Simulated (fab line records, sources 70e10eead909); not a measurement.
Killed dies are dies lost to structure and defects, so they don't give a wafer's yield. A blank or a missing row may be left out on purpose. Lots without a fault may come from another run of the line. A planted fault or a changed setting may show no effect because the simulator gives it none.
Chamber matching | flow nand_harc | NHARC_A_BONDPAD_DESCUM_11 on rie_diel-03: 4 sister chambers
The step chemistry O2, time 3 s. 4 wafers are shown with their chamber, then 12 later ones without.

WAFERS WITH THEIR CHAMBER
wafer  | chamber | drypump_motor_current_A (A)
L087.1 | 2       | 5.0
L088.4 | 3       | 5.7
L088.5 | 0       | 6.2
L088.6 | 1       | 5.2

WAFERS WITHOUT THEIR CHAMBER
wafer  | drypump_motor_current_A (A)
L091.3 | 5.7
L091.4 | 5.3
L091.6 | 5.2
L093.1 | 5.3
L093.2 | 5.7
L093.3 | 5.0
L094.1 | 6.2
L094.2 | 5.7
L094.4 | 5.2
L095.2 | 5.7
L095.3 | 5.0
L095.6 | 5.2

WHICH CHAMBER EACH WENT THROUGH
wafer  | from the rows above | in truth
L091.3 | 3                   | 3
L091.4 | 1                   | 1
L091.6 | 1                   | 1
L093.1 | 1                   | 1
L093.2 | 3                   | 3
L093.3 | 2                   | 2
L094.1 | 0                   | 0
L094.2 | 3                   | 3
L094.4 | 1                   | 1
L095.2 | 3                   | 3
L095.3 | 2                   | 2
L095.6 | 1                   | 1
Placed correctly: 12 of 12. Can't be placed from these rows: 0. Placed wrongly: 0.
How it was worked out, from the rows above alone: a wafer's distance from a chamber is the root of the sum, over the readings, of the square of ((its reading less the chamber's mean) divided by the reading's scatter). The wafer belongs to the nearest chamber; if the next one is less than 2 further off, it can't be placed. A chamber's mean is the mean of its shown wafers. The scatter: with one shown wafer a chamber, the root of the mean of the squares of how far each hidden wafer lies from its nearest shown one.
